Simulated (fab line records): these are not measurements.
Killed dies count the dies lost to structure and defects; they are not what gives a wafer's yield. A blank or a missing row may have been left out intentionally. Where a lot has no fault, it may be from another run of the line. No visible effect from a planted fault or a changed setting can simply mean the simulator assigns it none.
fab line records | flow n5-finfet
record: lots: 5 | wafers: 14 | last-day: 17
route steps=1938 shown BEOL_M10@1524 BEOL_M11@1536 PASSIVATION@1936
lots that met no fault: from a run of the same line without faults
start-h: start of the lot's first displayed wafer, in hours after the record's first day | wait-h: hours from the lot's prior step to this one | " repeats the value in the row above | L1.1+2: a single row standing in for several wafers | - either no value or no given start | * or withheld: withheld | < > ~ a bound
route shown NAME@n: NAME is a module with steps in the file, n the number in the route of the first one | usual: the fault-free wafers' mean and standard deviation | same: alike in all rows | chamber/n: place in a boat | sites: per-site readings | _std_site: standard deviation across them | _edge_site: the outer-site mean with the inner-site mean subtracted | radius-mm: how far each site lies from the wafer's centre | mask NAME#n: copy n | behind: tool/chamber where the wafer was last shaped | hold: reason for holding the lot/hours on hold/outcome of the hold | device: whichever transistor did not switch (one of n, p or np) | end of line: at the end of the route, the tests of the same wafers | a step given without rows: its recipe and nothing more | killed: the dies lost at the first sort to structure and to defects; this is not the yield of the wafer | map: a wafer's dies, x killed, . not, _ none there
set.NAME: the run value of the setting; set.NAME@STEP: its run value at that earlier step | model.NAME: the simulator's own value behind a step, which no gauge read
certain route steps with their lots: each step a table, each wafer a row
services: a tool's chamber out of use, with start hour (start-h, from the record's first day; less than 0 if before it), hours out, and reason
== steps ==
step: N5_BEOL_M10_ALD_74
recipe: material: TaN | target-thk-a: 20 | temp-c: 275 | ald-precursor-family: PDMAT | ald-co-reactant: NH3 | pressure-torr: 3 | carrier-flow-sccm: 1500 | pulse-time-s: 2 | purge-time-s: 3 | co-reactant-purge-time-s: 2 | co-reactant-pulse-time-s: 3 | ald-cycles: 40 | precursor-vessel-temp-c: 75 | precursor-vessel-pressure-torr: 26.25 | precursor-vessel-carrier-sccm: 1000
usual: heater-power-w: 397/34
lot.wafer | tool         | chamber | start-h | wait-h | heater-power-w
L792.1    | ald-metal-01 | 3       | 215.49  | 0.0    | 483
L792.4    | "            | 2       | "       | "      | 380
L792.5    | "            | 0       | "       | "      | 419
L799.1    | ald-metal-01 | 3       | 268.14  | 0.0    | 461
L799.5    | "            | 1       | "       | "      | 430
L799.6    | "            | 0       | "       | "      | 419
L805.2    | ald-metal-03 | 3       | 305.45  | 0.0    | 431
L805.3    | "            | 0       | "       | "      | 344
L805.6    | "            | 1       | "       | "      | 401
L808.1    | ald-metal-02 | 0       | 317.33  | 0.2    | 407
L808.3    | "            | 1       | "       | "      | 392
L812.1    | ald-metal-03 | 3       | 357.29  | 0.1    | 434
L812.3    | "            | 1       | "       | "      | 399
L812.6    | "            | 1       | "       | "      | 406
step: N5_BEOL_M10_SURFACE_TREAT_76
recipe: gas: Ar | time-s: * | ion-energy-ev: * | ion-current-ma-cm2: 0.5 | pressure-mtorr: * | ar-flow-sccm: 30
usual: throttle-valve-pct: *
lot.wafer | tool           | chamber | start-h | wait-h | throttle-valve-pct
L792.1    | pvd-sputter-03 | -       | 215.97  | 0.4    | *
L792.4    | "              | -       | "       | "      | *
L792.5    | "              | -       | "       | "      | *
L799.1    | pvd-sputter-03 | -       | 268.48  | 0.2    | *
L799.5    | "              | -       | "       | "      | *
L799.6    | "              | -       | "       | "      | *
L805.2    | pvd-sputter-01 | -       | 305.80  | 0.2    | *
L805.3    | "              | -       | "       | "      | *
L805.6    | "              | -       | "       | "      | *
L808.1    | pvd-sputter-01 | -       | 317.64  | 0.2    | *
L808.3    | "              | -       | "       | "      | *
L812.1    | pvd-sputter-03 | -       | 357.59  | 0.2    | *
L812.3    | "              | -       | "       | "      | *
L812.6    | "              | -       | "       | "      | *
step: N5_BEOL_M10_CVD_75
recipe: material: Co | target-thk-a: 20 | temp-c: withheld | precursor: CCTBA/H2 | pressure-torr: 30 | time-s: 138.9
step: N5_BEOL_M10_SPUTTER_48
recipe: material: Cu | target-thk-a: 120 | temp-c: -20 | bias-v: 60 | power-w: 26000 | chamber-pressure-pa: 0.13 | time-s: 2
usual: throttle-valve-pct: 30.0/0.91
lot.wafer | tool           | chamber | start-h | wait-h | throttle-valve-pct
L792.1    | pvd-sputter-03 | -       | 216.23  | 0.2    | 28.5
L792.4    | "              | -       | "       | "      | 30.4
L792.5    | "              | -       | "       | "      | 30.0
L799.1    | pvd-sputter-02 | -       | 268.75  | 0.1    | 30.9
L799.5    | "              | -       | "       | "      | 31.0
L799.6    | "              | -       | "       | "      | 29.5
L805.2    | pvd-sputter-02 | -       | 307.51  | 1.3    | 30.9
L805.3    | "              | -       | "       | "      | 31.4
L805.6    | "              | -       | "       | "      | 31.4
L808.1    | pvd-sputter-02 | -       | 317.87  | 0.1    | 29.4
L808.3    | "              | -       | "       | "      | 30.4
L812.1    | pvd-sputter-03 | -       | 358.03  | 0.2    | 30.0
L812.3    | "              | -       | "       | "      | 28.4
L812.6    | "              | -       | "       | "      | 29.8
step: N5_BEOL_M10_ECD_50
recipe: material: Cu | target-thk-a: 3180
step: N5_BEOL_M10_ANNEAL_51
recipe: temp-c: 225 | time-s: 90 | ambient: N2
step: N5_BEOL_M10_CMP_52
recipe: stop-on: SiCOH_lowk | t-overpolish-s: 7 | down-force-psi: 1 | platen-rpm: 50 | clearing-platen-down-force-psi: 1.5 | clearing-platen-rpm: 50 | post-cmp-clean: cu-alkaline | target-thk-nm: 140 | clearing-platen-pad-velocity-m-s: 0.99484 | pad-velocity-m-s: 0.99484
usual: barrier-field-endpoint-s: 29.1/0.78 | motor-current-A: 5.9/0.47 | overpolish-run-s: 6.999/0.0095 | time-to-endpoint-s: 66/3.1
lot.wafer | tool   | chamber | start-h | wait-h | barrier-field-endpoint-s | motor-current-A | overpolish-run-s | time-to-endpoint-s
L792.4    | cmp-02 | 3       | 216.80  | 0.1    | 28.9                     | 5.0             | 7.011            | 66
L792.1    | "      | 2       | "       | "      | 29.1                     | 6.2             | 6.977            | 70
L792.5    | "      | 3       | "       | "      | 29.2                     | 5.3             | 7.020            | 64
L799.1    | cmp-02 | 1       | 269.41  | 0.4    | 27.9                     | 6.8             | 7.003            | 63
L799.5    | "      | 2       | "       | "      | 28.7                     | 5.9             | 7.004            | 66
L799.6    | "      | 3       | "       | "      | 28.2                     | 5.2             | 7.007            | 59
L805.2    | cmp-04 | 0       | 308.32  | 0.2    | 28.1                     | 6.0             | 7.003            | 63
L805.3    | "      | 1       | "       | "      | 29.9                     | 6.3             | 6.995            | 65
L805.6    | "      | 0       | "       | "      | 29.3                     | 6.1             | 6.984            | 63
L808.1    | cmp-04 | 3       | 318.63  | 0.3    | 28.6                     | 6.1             | 7.024            | 66
L808.3    | "      | 1       | "       | "      | 28.4                     | 6.4             | 7.008            | 65
L812.1    | cmp-04 | 2       | 358.59  | 0.3    | 30.7                     | 6.3             | 7.002            | 71
L812.3    | "      | 3       | "       | "      | 29.5                     | 6.4             | 7.012            | 68
L812.6    | "      | 2       | "       | "      | 31.5                     | 5.8             | 7.014            | 71
step: N5_BEOL_M10_THK_MEAS_53
recipe: thk-meas-gauge: xrf | reads: Cu_of_BEOL_M10_ECD_50
usual: M10_THK: 142/3
lot.wafer | tool          | chamber | start-h | wait-h | M10_THK[nm]
L792.1    | film-metro-01 | -       | 217.10  | -      | 143
L792.4    | "             | -       | "       | "      | 141
L792.5    | "             | -       | "       | "      | 139
L799.1    | film-metro-02 | -       | 269.59  | -      | 141
L799.5    | "             | -       | "       | "      | 139
L799.6    | "             | -       | "       | "      | 142
L805.2    | film-metro-02 | -       | 308.62  | -      | 146
L805.3    | "             | -       | "       | "      | 141
L805.6    | "             | -       | "       | "      | 146
L808.1    | film-metro-01 | -       | 318.88  | -      | 140
L808.3    | "             | -       | "       | "      | 144
L812.1    | film-metro-01 | -       | 358.85  | -      | 142
L812.3    | "             | -       | "       | "      | 146
L812.6    | "             | -       | "       | "      | 143
step: N5_BEOL_M10_PRE_CLEAN_55
recipe: gas: NH3 | time-s: 15 | temp-c: withheld | rf-power-w: 300
step: N5_BEOL_M10_DEP_56
recipe: material: SiCN | target-thk-a: 150 | temp-c: withheld | precursor: 3MS/NH3 | pressure-torr: 3 | rf-w: 202 | time-s: 26.5
step: N5_BEOL_M10_RS_MEAS_57
recipe: thk-meas-gauge: four-point-probe | reads: Cu_of_BEOL_M10_ECD_50+Co_of_BEOL_M10_CVD_75+TaN_of_BEOL_M10_ALD_74
usual: M10_RS: 0.150/0.0034
lot.wafer | tool          | chamber | start-h | wait-h | M10_RS[ohm/sq]
L792.1    | film-metro-01 | -       | 217.26  | 0.1    | 0.150
L792.4    | "             | -       | "       | "      | 0.154
L792.5    | "             | -       | "       | "      | 0.156
L799.1    | film-metro-01 | -       | 269.72  | 0.1    | 0.151
L799.5    | "             | -       | "       | "      | 0.153
L799.6    | "             | -       | "       | "      | 0.150
L805.2    | film-metro-02 | -       | 308.75  | 0.1    | 0.144
L805.3    | "             | -       | "       | "      | 0.151
L805.6    | "             | -       | "       | "      | 0.146
L808.1    | film-metro-02 | -       | 319.02  | 0.1    | 0.153
L808.3    | "             | -       | "       | "      | 0.149
L812.1    | film-metro-02 | -       | 358.98  | 0.1    | 0.152
L812.3    | "             | -       | "       | "      | 0.147
L812.6    | "             | -       | "       | "      | 0.150
step: N5_BEOL_M10_INSPECT_58
recipe: inspect-instrument: darkfield | mode: post-dep
usual: raw-defect-count: 65/19
lot.wafer | tool              | chamber | start-h | wait-h | raw-defect-count
L792.1    | defect-inspect-02 | -       | 217.29  | 0.0    | 105
L792.4    | "                 | -       | "       | "      | 100
L792.5    | "                 | -       | "       | "      | 70
L799.1    | defect-inspect-02 | -       | 269.75  | 0.0    | 66
L799.5    | "                 | -       | "       | "      | 63
L799.6    | "                 | -       | "       | "      | 80
L805.2    | defect-inspect-02 | -       | 308.78  | 0.0    | 86
L805.3    | "                 | -       | "       | "      | 79
L805.6    | "                 | -       | "       | "      | 65
L808.1    | defect-inspect-02 | -       | 319.04  | 0.0    | 52
L808.3    | "                 | -       | "       | "      | 37
L812.1    | defect-inspect-01 | -       | 359.01  | 0.0    | 92
L812.3    | "                 | -       | "       | "      | 60
L812.6    | "                 | -       | "       | "      | 54
step: N5_BEOL_M11_ILD_DEP_00
recipe: material: SiCOH_lowk | target-thk-a: 3085.1 | temp-c: 300 | precursor: DEMS/porogen | pressure-torr: 5 | rf-w: 500 | time-s: 58
usual: heater-power-w: 372/49 | showerhead-plenum-p-Torr: 5.739/0.02 | showerhead-vpp-V: 1358/51 | susceptor-temp-C: 300.00/0.18 | throttle-valve-pct: 13.9/0.58
lot.wafer | tool     | chamber | start-h | wait-h | heater-power-w | showerhead-plenum-p-Torr | showerhead-vpp-V | susceptor-temp-C | throttle-valve-pct
L792.1    | pecvd-04 | 1       | 217.36  | 0.1    | 357            | 5.703                    | 1291             | 299.84           | 13.9
L792.4    | "        | 1       | "       | "      | 368            | 5.727                    | 1301             | 299.97           | 14.1
L792.5    | "        | 0       | "       | "      | 456            | 5.725                    | 1344             | 299.84           | 14.6
L799.1    | pecvd-04 | 2       | 269.79  | 0.0    | 326            | 5.774                    | 1347             | 297.05           | 13.1
L799.5    | "        | 0       | "       | "      | 426            | 5.726                    | 1343             | 299.98           | 14.7
L799.6    | "        | 1       | "       | "      | 326            | 5.693                    | 1318             | 300.06           | 14.0
L805.2    | pecvd-03 | 0       | 308.81  | 0.0    | 351            | 5.746                    | 1404             | 299.81           | 13.6
L805.3    | "        | 1       | "       | "      | 419            | 5.722                    | 1430             | 300.05           | 14.4
L805.6    | "        | 1       | "       | "      | 431            | 5.708                    | 1456             | 300.06           | 14.4
L808.1    | pecvd-03 | 0       | 319.08  | 0.0    | 388            | 5.739                    | 1390             | 299.88           | 13.5
L808.3    | "        | 1       | "       | "      | 437            | 5.737                    | 1456             | 300.28           | 14.6
L812.1    | pecvd-04 | 0       | 359.04  | 0.0    | 433            | 5.735                    | 1370             | 299.75           | 14.5
L812.3    | "        | 2       | "       | "      | 396            | 5.769                    | 1337             | 299.82           | 13.1
L812.6    | "        | 2       | "       | "      | 313            | 5.781                    | 1336             | 299.86           | 13.1
step: N5_BEOL_M11_CURE_71
recipe: temp-c: 385 | time-s: 240 | ambient: He/Ar | material: SiCOH_lowk
usual: lamp-power-pct: 52.31/0.051 | wafer_temp_C_max: 386.7/0.59
lot.wafer | tool       | chamber | start-h | wait-h | lamp-power-pct | wafer_temp_C_max
L792.1    | uv-cure-03 | 0       | 217.77  | 0.4    | 52.31          | 386.1
L792.4    | "          | 0       | "       | "      | 52.23          | 385.9
L792.5    | "          | 0       | "       | "      | 52.27          | 386.2
L799.1    | uv-cure-03 | 1       | 269.86  | 0.0    | 52.37          | 385.9
L799.5    | "          | 1       | "       | "      | 52.24          | 386.0
L799.6    | "          | 1       | "       | "      | 52.28          | 386.1
L805.2    | uv-cure-02 | 1       | 309.05  | 0.2    | 52.31          | 386.8
L805.3    | "          | 1       | "       | "      | 52.20          | 387.7
L805.6    | "          | 1       | "       | "      | 52.35          | 387.1
L808.1    | uv-cure-02 | 0       | 319.16  | 0.0    | 52.25          | 387.0
L808.3    | "          | 0       | "       | "      | 52.22          | 386.7
L812.1    | uv-cure-02 | 2       | 359.12  | 0.0    | 52.36          | 386.6
L812.3    | "          | 2       | "       | "      | 52.28          | 386.8
L812.6    | "          | 2       | "       | "      | 52.24          | 386.6
step: N5_PASSIVATION_PROBE_49
usual: defect-limited-yield: 91.5/1.5 | killed_at_M0_to_M3: 30/11 | killed_at_M4_up: 13/4.9 | killed-at-contacts: 14/6.5 | killed-at-front-end: 40/11 | killed-at-other: 3.3/2.7 | killed-dies: 100/18 | killed-open: 67/14 | killed-short: 32/7.8 | sort_bin_4_leakage: 0.00/0.0073 | sort_bin_5_function: 5.0/0.97 | sort_bin_6_memory: 3.2/0.75 | sort-n-pass: 1080/18 | sort-yield-pct: 91.5/1.5
same: gross-dies: 1180 | killed-at-back-side: 0 | sort_bin_8_speed[%]: 0
lot.wafer | tool      | chamber | start-h | wait-h | defect-limited-yield[%] | killed_at_M0_to_M3 | killed_at_M4_up | killed-at-contacts | killed-at-front-end | killed-at-other | killed-dies | killed-open | killed-short | sort_bin_4_leakage[%] | sort_bin_5_function[%] | sort_bin_6_memory[%] | sort-n-pass | sort-yield-pct[%]
L792.1    | prober-01 | -       | 262.67  | 0.0    | 91.8                    | 32                 | 6               | 21                 | 32                  | 6               | 97          | 64          | 33           | 0                     | 4.2                    | 3.6                  | 1083        | 91.8
L792.4    | prober-01 | -       | 262.82  | 0.2    | 94.1                    | 26                 | 5               | 10                 | 28                  | 1               | 70          | 41          | 29           | 0                     | 3.4                    | 2.3                  | 1110        | 94.1
L792.5    | prober-01 | -       | 262.87  | 0.2    | 93.4                    | 17                 | 10              | 20                 | 24                  | 7               | 78          | 44          | 30           | 0                     | 3.5                    | 3.1                  | 1102        | 93.4
L799.1    | prober-01 | -       | 316.14  | 0.0    | 88.4                    | 45                 | 14              | 38                 | 38                  | 2               | 137         | 87          | 50           | 0                     | 6.1                    | 4.8                  | 1043        | 88.4
L799.5    | prober-01 | -       | 316.34  | 0.2    | 89.0                    | 75                 | 9               | 11                 | 31                  | 4               | 130         | 91          | 39           | 0                     | 6.7                    | 3.8                  | 1050        | 89.0
L799.6    | prober-01 | -       | 316.39  | 0.3    | 90.8                    | 30                 | 12              | 14                 | 49                  | 3               | 108         | 83          | 25           | 0                     | 5.6                    | 3.3                  | 1072        | 90.8
L808.1    | prober-02 | -       | 370.51  | 0.8    | 91.3                    | 37                 | 13              | 3                  | 46                  | 4               | 103         | 66          | 37           | 0                     | 4.7                    | 3.6                  | 1077        | 91.3
L808.3    | prober-02 | -       | 370.61  | 0.9    | 90.6                    | 42                 | 12              | 6                  | 48                  | 3               | 111         | 73          | 38           | 0                     | 6.3                    | 2.8                  | 1069        | 90.6
L805.2    | prober-01 | -       | 371.04  | 0.1    | 91.3                    | 26                 | 7               | 23                 | 46                  | 1               | 103         | 79          | 24           | 0                     | 5.1                    | 3.6                  | 1077        | 91.3
L805.3    | prober-01 | -       | 371.09  | 0.1    | 92.5                    | 16                 | 9               | 15                 | 48                  | 1               | 89          | 60          | 29           | 0.08                  | 4.8                    | 2.4                  | 1090        | 92.4
L805.6    | prober-01 | -       | 371.24  | 0.3    | 91.3                    | 33                 | 14              | 11                 | 40                  | 5               | 103         | 75          | 28           | 0                     | 5.1                    | 3.5                  | 1077        | 91.3
L812.1    | prober-02 | -       | 399.58  | 0.0    | 89.7                    | 16                 | 21              | 7                  | 72                  | 5               | 121         | 71          | 49           | 0                     | 6.6                    | 2.8                  | 1059        | 89.7
L812.3    | prober-02 | -       | 399.68  | 0.1    | 89.0                    | 40                 | 16              | 8                  | 65                  | 1               | 130         | 80          | 44           | 0                     | 6.4                    | 3.6                  | 1050        | 89.0
L812.6    | prober-02 | -       | 399.83  | 0.3    | 94.0                    | 19                 | 10              | 8                  | 33                  | 1               | 71          | 52          | 17           | 0                     | 4.2                    | 1.4                  | 1109        | 94.0
killed by level:class
L792.1 MOL_CONTACT_COAG:geometric-particle:open=16 BEOL_M2:geometric-particle:open=15 FIN_SAQP:geometric-particle:short=12 MOL_CONTACT_COAG:geometric-particle:short=5 BEOL_M1:geometric-particle:open=5 BEOL_M0_SAQP:geometric-particle:open=4 FIN_SAQP:geometric-particle:open=3 STI_FIN_REVEAL:geometric-particle:open=3
L792.4 FIN_SAQP:geometric-particle:short=9 MOL_CONTACT_COAG:geometric-particle:open=9 BEOL_M0_SAQP:geometric-particle:open=6 BEOL_M2:geometric-particle:open=5 BEOL_M3:geometric-particle:open=5 STARTING-WAFER:geometric-particle:short=5 ILD0:geometric-particle:open=4 FIN_SAQP:geometric-particle:open=3
L792.5 MOL_CONTACT_COAG:geometric-particle:open=15 FIN_SAQP:geometric-particle:short=7 BEOL_M0:geometric-particle:open=7 FIN_SAQP:geometric-particle:open=5 MOL_CONTACT_COAG:geometric-particle:short=5 MIM_TOP:geometric-particle:short=3 STARTING-WAFER:geometric-particle:short=3 BEOL_M13:coat-microbubble-printed=3
L799.1 MOL_CONTACT_COAG:geometric-particle:open=30 FIN_SAQP:geometric-particle:open=12 BEOL_M0_SAQP:geometric-particle:short=12 FIN_SAQP:geometric-particle:short=9 MOL_CONTACT_COAG:geometric-particle:short=8 BEOL_M2:geometric-particle:open=8 BEOL_M0_SAQP:geometric-particle:open=7 GATE_CUT:geometric-particle:short=5
L799.5 BEOL_M1:geometric-particle:open=18 BEOL_M0_SAQP:geometric-particle:open=15 BEOL_M0_SAQP:geometric-particle:short=14 BEOL_M2:geometric-particle:open=10 BEOL_M3:geometric-particle:open=10 STI_FIN_REVEAL:geometric-particle:open=9 MOL_CONTACT_COAG:geometric-particle:open=9 GATE_CUT:geometric-particle:open=6
L799.6 FIN_SAQP:geometric-particle:open=15 MOL_CONTACT_COAG:geometric-particle:open=11 STI_FIN_REVEAL:geometric-particle:open=7 BEOL_M0:geometric-particle:open=7 BEOL_M1:geometric-particle:open=7 FIN_SAQP:geometric-particle:short=6 DUMMY_GATE:geometric-particle:open=6 GATE_CUT:geometric-particle:open=4
L808.1 FIN_SAQP:geometric-particle:open=13 FIN_SAQP:geometric-particle:short=12 DUMMY_GATE:geometric-particle:open=7 BEOL_M1:geometric-particle:short=7 BEOL_M0_SAQP:geometric-particle:short=6 BEOL_M2:geometric-particle:open=6 STI_FIN_REVEAL:geometric-particle:open=5 BEOL_M0_SAQP:geometric-particle:open=5
L808.3 FIN_SAQP:geometric-particle:open=12 STI_FIN_REVEAL:geometric-particle:open=12 BEOL_M2:geometric-particle:open=11 FIN_SAQP:geometric-particle:short=9 BEOL_M0_SAQP:geometric-particle:open=9 BEOL_M1:geometric-particle:open=8 BEOL_M4:geometric-particle:open=6 STARTING-WAFER:geometric-particle:short=6
L805.2 MOL_CONTACT_COAG:geometric-particle:open=19 FIN_SAQP:geometric-particle:open=12 STI_FIN_REVEAL:geometric-particle:open=11 BEOL_M1:geometric-particle:open=11 DUMMY_GATE:geometric-particle:open=6 STARTING-WAFER:geometric-particle:open=5 FIN_SAQP:geometric-particle:short=4 MOL_CONTACT_COAG:geometric-particle:short=4
L805.3 MOL_CONTACT_COAG:geometric-particle:open=11 DUMMY_GATE:geometric-particle:open=9 FIN_SAQP:geometric-particle:open=8 FIN_SAQP:geometric-particle:short=7 BEOL_M4:geometric-particle:open=5 STI_FIN_REVEAL:geometric-particle:open=4 DUMMY_GATE:geometric-particle:short=4 MOL_CONTACT_COAG:geometric-particle:short=4
L805.6 MOL_CONTACT_COAG:geometric-particle:open=10 FIN_SAQP:geometric-particle:open=9 FIN_SAQP:geometric-particle:short=8 STI_FIN_REVEAL:geometric-particle:open=8 BEOL_M0_SAQP:geometric-particle:open=7 BEOL_M2:geometric-particle:open=6 BEOL_M3:geometric-particle:open=6 BEOL_M0_SAQP:geometric-particle:short=5
L812.1 FIN_SAQP:geometric-particle:open=20 FIN_SAQP:geometric-particle:short=17 BEOL_M4:geometric-particle:open=11 MOL_CONTACT_COAG:geometric-particle:open=6 STI_FIN_REVEAL:geometric-particle:open=6 GATE_CUT:geometric-particle:short=6 BEOL_M4:geometric-particle:short=6 GATE_CUT:geometric-particle:open=5
L812.3 FIN_SAQP:geometric-particle:open=31 BEOL_M0_SAQP:geometric-particle:open=15 BEOL_M0_SAQP:geometric-particle:short=14 FIN_SAQP:geometric-particle:short=11 BEOL_M4:geometric-particle:open=9 MOL_CONTACT_COAG:geometric-particle:open=7 HKMG_FIN:area-etch=6 STI_FIN_REVEAL:geometric-particle:open=4
L812.6 FIN_SAQP:geometric-particle:open=10 MOL_CONTACT_COAG:geometric-particle:open=8 STI_FIN_REVEAL:geometric-particle:open=6 BEOL_M0_SAQP:geometric-particle:open=4 FIN_SAQP:geometric-particle:short=3 DUMMY_GATE:geometric-particle:open=3 ILD0:geometric-particle:open=3 BEOL_M0_SAQP:geometric-particle:short=3
== services ==
tool           | chamber | start-h | hours | kind
uv-cure-02     | -       | 193.83  | 2.6   | repair
ald-metal-01   | 3       | 219.42  | 15.4  | repair
pecvd-03       | -       | 231.62  | 0.9   | repair
cmp-02         | -       | 231.83  | 6.2   | pm
ald-metal-01   | 0       | 234.97  | 1.9   | repair
cmp-02         | -       | 249.68  | 2.6   | repair
cmp-04         | -       | 266.60  | 13.3  | pm
ald-metal-03   | 1       | 269.22  | 2.1   | repair
pecvd-04       | -       | 279.00  | 2.8   | pm
cmp-02         | -       | 282.05  | 0.3   | repair
cmp-04         | -       | 286.89  | 0.5   | repair
pvd-sputter-03 | -       | 291.12  | 9.5   | repair
cmp-04         | -       | 298.80  | 0.6   | repair
cmp-02         | -       | 313.03  | 4.0   | pm
cmp-02         | -       | 317.03  | -     | consumable-replace:conditioner
cmp-02         | -       | 317.03  | -     | consumable-replace:pad
ald-metal-02   | -       | 322.74  | 0.6   | repair
cmp-02         | -       | 328.53  | 12.3  | repair
cmp-04         | -       | 332.24  | 4.0   | pm
pecvd-03       | 2       | 333.14  | 18.1  | repair
ald-metal-02   | -       | 337.25  | 14.0  | pm
ald-metal-01   | -       | 345.11  | 2.8   | pm
ald-metal-02   | -       | 351.25  | 2.8   | pm
pecvd-03       | -       | 352.72  | 0.6   | repair
== key ==
first-sign: step: N5_BEOL_M11_ILD_DEP_00 | reading: susceptor-temp-C | direction: down | sigmas: 16 | usual: * | struck: *
effect none on later readings
met-at N5_BEOL_M11_ILD_DEP_00
struck-wafers L799.1
fault: kind: process-parameter-drift | tool: pecvd-04 | chamber: 2 | onset-h: 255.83 | steps: N5_BEOL_M11_ILD_DEP_00 | channel: temp-c | offset: * | shape: step | end-h: 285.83 | acts-in: * | stated: *
